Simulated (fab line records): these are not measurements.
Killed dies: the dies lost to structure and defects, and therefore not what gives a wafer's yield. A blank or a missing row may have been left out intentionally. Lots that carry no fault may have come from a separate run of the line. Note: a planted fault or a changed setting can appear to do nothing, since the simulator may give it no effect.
A lot that was struck, set against a sound lot + flow n5_finfet + 15 out of 1938 route steps
Sound: these wafers, L326.1, L326.3, L326.6. Struck: wafer L328.3 (left out: L328.4, L328.5 of the same lot, which were not struck); the cause appears at the end.
Order at every step that has rows: each side's tool, ch and its chambers, its first start. Under that, the readings that differ: sound wafers + struck wafers + difference of the means + sigmas: that difference in standard deviations of wafers without a fault.
alike: words and numbers the same on both sides, and readings whose means are apart by under 2 such deviations; not compared: readings that were withheld, readings missing a value for some wafer, numbers with overlapping values and no deviation given by the record, and bounds like >300 which may hide the same value.
The two part at a step that has a row with sigmas, a row that says differs or no value, or rows on one side only. Numbers that don't overlap but have no deviation are shown without sigmas and don't part them. A reading missing from all wafers of one side parts the sides only when that side holds two or more wafers.

first, 2 steps without rows for these wafers: N5_BEOL_M14_PRECLEAN_39 (cleans in residue remover, time 60 s); N5_BEOL_M14_SRD_40 (time 30 s, dry time 30 s).
N5_BEOL_M14_DEGAS_41: time 60 s.
  sound on pvd_sputter-01 at day 13 09:44; struck on pvd_sputter-03 at day 14 00:50
  alike: heater_power_w, susceptor_temp_C
then, 2 steps without rows for these wafers: N5_BEOL_M14_PRE_CLEAN_42 (time 30 s); N5_BEOL_M14_SPUTTER_43 (material TaN, target thk 15 nm, time 24.19 s).
N5_BEOL_M14_SPUTTER_44: material Ta, target thk 15 nm, time 24.19 s.
  sound on pvd_sputter-01 at day 13 09:53; struck on pvd_sputter-03 at day 14 00:59
  alike: susceptor_temp_C, throttle_valve_pct
N5_BEOL_M14_SPUTTER_45: material Cu, target thk 100 nm, time 16.67 s.
  sound on pvd_sputter-01 at day 13 09:58; struck on pvd_sputter-03 at day 14 01:04
  alike: susceptor_temp_C, throttle_valve_pct
then, 1 step without rows for these wafers: N5_BEOL_M14_ECD_47 (material Cu, target thk 1248 nm).
N5_BEOL_M14_ANNEAL_48: time 90 s.
  sound on rtp_anneal-01 ch 0, day 13 10:17; struck on rtp_anneal-01 ch 0, day 14 01:40
  alike: anneal_temp_c_max, wafer_temp_C_max
N5_BEOL_M14_CMP_49: polishes, stops on SiO2, t overpolish 5.2 s, target thk 560 nm.
  sound on cmp-01 ch 0,1, day 13 10:37; struck on cmp-02 ch 3, day 14 01:55
  alike: barrier_field_endpoint_s, motor_current_A, overpolish_run_s, slurry_filter_dp_kPa, time_to_endpoint_s
N5_BEOL_M14_THK_MEAS_50: measures by xrf.
  sound on film_metro-01 at day 13 10:52; struck on film_metro-01 at day 14 02:10
  alike: M14_THK
then, 1 step without rows for these wafers: N5_BEOL_M14_PRE_CLEAN_52 (time 15 s).
N5_BEOL_M14_DEP_53: deposits SiCN from 3MS/NH3, target thk 50 nm, time 17.8 s.
  sound on pecvd-03 ch 1,2, day 13 10:56; struck on pecvd-01 ch 1, day 14 02:14
| reading                                   | sound      | struck | difference | sigmas |
|-------------------------------------------|------------|--------|------------|--------|
| model.SiCN_of_BEOL_M14_DEP_53.thk_nm (nm) | 49 47.6 50 | 65.2   | +16.3      |        |
  alike: showerhead_plenum_p_Torr, throttle_valve_pct
N5_BEOL_M14_RS_MEAS_54: a four-point-probe measurement.
  sound on film_metro-01 at day 13 11:00; struck on film_metro-02 at day 14 02:18
  alike: M14_RS
after that, 1 step had no rows for these wafers: N5_PASSIVATION_PROBE_49.

## WHERE THEY PART
Nowhere in this record.

WHY: whatever the simulator had introduced
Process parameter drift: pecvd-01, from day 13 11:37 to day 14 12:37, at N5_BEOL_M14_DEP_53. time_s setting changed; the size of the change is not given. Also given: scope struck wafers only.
